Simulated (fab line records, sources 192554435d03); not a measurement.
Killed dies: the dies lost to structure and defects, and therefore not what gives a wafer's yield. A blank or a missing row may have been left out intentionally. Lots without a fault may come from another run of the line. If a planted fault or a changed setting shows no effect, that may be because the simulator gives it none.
A struck lot beside a sound one	flow n5 finfet	16 steps out of a route of 1938
Sound: the wafers L338.1, L338.3, L338.4. Struck: wafers L351.4, L351.5 (left out: L351.6, a lot-mate that was not struck); the cause follows at the end.
Each step with rows lists, per side, the tool, then ch with its chambers, then its first start. Under that, the readings that differ: sound wafers	struck wafers	difference of the means	sigmas: that difference in standard deviations of wafers without a fault.
alike: a reading whose means differ by less than 2 such deviations, as well as words and numbers matching on both sides. not compared: withheld readings; readings where some wafer has no value; bounds like >300 that might hide an equal value; numbers whose values overlap and for which the record gives no deviation.
The two part at a step that has a row with sigmas, a row that says differs or no value, or rows on one side only. Numbers that have no deviation but don't overlap get no sigmas and don't part them. A reading that every wafer of one side lacks parts them only if that side has two wafers or more.

first, 6 steps without rows for these wafers: N5_FIN_CUT_COAT_02 (resist thk 30 nm); N5_FIN_CUT_EBR_04; N5_FIN_CUT_SOFTBAKE_03 (time 60 s); N5_FIN_CUT_EXPOSE_05 (exposes mask FIN CUT); N5_FIN_CUT_PEB_06 (peb time 60 s); N5_FIN_CUT_DEVELOP_07 (develop time 30 s).
N5_FIN_CUT_CD_MEAS_08: target cd 29.1 nm.
  sound on cd sem-01 ch 0, day 3 21:26; struck on cd sem-03 ch 0, day 7 04:09
  alike: cd nm
N5_FIN_CUT_OVL_MEAS_09:
  sound on overlay-01 ch 0, day 3 21:28; struck on overlay-01 ch 0, day 7 04:12
  alike: FIN_CUT_OVL
N5_FIN_CUT_INSPECT_10: inspects for defects (brightfield).
  struck on defect inspect-01, day 7 04:14; sound on defect inspect-02, day 3 21:32
  alike: raw defect count
N5_FIN_CUT_DESCUM_13: chemistry O2, time 7 s.
  sound on rie diel-02 ch 0,2,3, day 3 21:34; struck on rie diel-02 ch 1, day 7 04:16
reading	sound	struck	difference	sigmas
throttle valve pct (%)	20.71 20.50 20.69	20.16 20.16	-0.47	-2
  alike: drypump motor current A, oes product au, rf vpp V, showerhead plenum p Torr
  not compared: rf hours counter h
N5_FIN_CUT_ETCH_30: etches underlayer in N2/H2, target depth 13 nm, time 10.4 s.
  sound on rie diel-02 ch 0,2,3, day 3 21:36; struck on rie diel-02 ch 1, day 7 04:19
  alike: bias w, drypump motor current A, etch rf on time s, oes product au, rf vpp V, showerhead plenum p Torr, throttle valve pct
  not compared: rf hours counter h
N5_FIN_CUT_ETCH_20: etches SiARC in CF4, target depth 26 nm, time 43.3 s.
  sound on rie diel-02 ch 0,2,3, day 3 21:37; struck on rie diel-02 ch 1, day 7 04:20
reading	sound	struck	difference	sigmas
throttle valve pct (%)	15.84 15.67 15.85	15.28 15.29	-0.50	-2
  alike: bias w, cf4 flow sccm, drypump motor current A, etch rf on time s, oes product au, rf vpp V, showerhead plenum p Torr
  not compared: rf hours counter h
N5_FIN_CUT_ETCH_21: etches SOC in N2/H2, target depth 219 nm, overetch 43.8 nm, time 523.5 s.
  sound on rie diel-02 ch 0,2,3, day 3 21:39; struck on rie diel-02 ch 1, day 7 04:22
reading	sound	struck	difference	sigmas
bias w (W)	61.12 61.12 60.98	58.48 58.78	-2.44	-13
rf vpp V (V)	239.6 243.0 239.9	236.0 235.9	-4.9	-3
  alike: drypump motor current A, oes product au, showerhead plenum p Torr, throttle valve pct
  not compared: rf hours counter h
then, 1 step without rows for these wafers: N5_FIN_CUT_STRIP_23 (strips in N2/H2).
-- the record jumps here: 8 days lie between the struck wafers' starts before and after (it left off in module FIN_CUT and takes up again in module BEOL_M4, whose first step shown is number 1111 of the route) --
N5_BEOL_M4_RC_MEAS_101:
  sound on prober-01 ch 0, day 10 17:01; struck on prober-01 ch 0, day 14 22:59
  alike: DIBL_N, DIBL_P, IOFF_N, IOFF_P, ION_N, ION_P, SS_N, SS_P, VT_N, VT_P
after that, 1 step had no rows for these wafers: N5_PASSIVATION_PROBE_49.

== WHERE THEY PART ==
At N5_FIN_CUT_DESCUM_13 first; at N5_FIN_CUT_ETCH_21 last (within this record only). Later steps at which nothing parts them and some readings are alike: N5_BEOL_M4_RC_MEAS_101.

WHY: what had been put in by the simulator
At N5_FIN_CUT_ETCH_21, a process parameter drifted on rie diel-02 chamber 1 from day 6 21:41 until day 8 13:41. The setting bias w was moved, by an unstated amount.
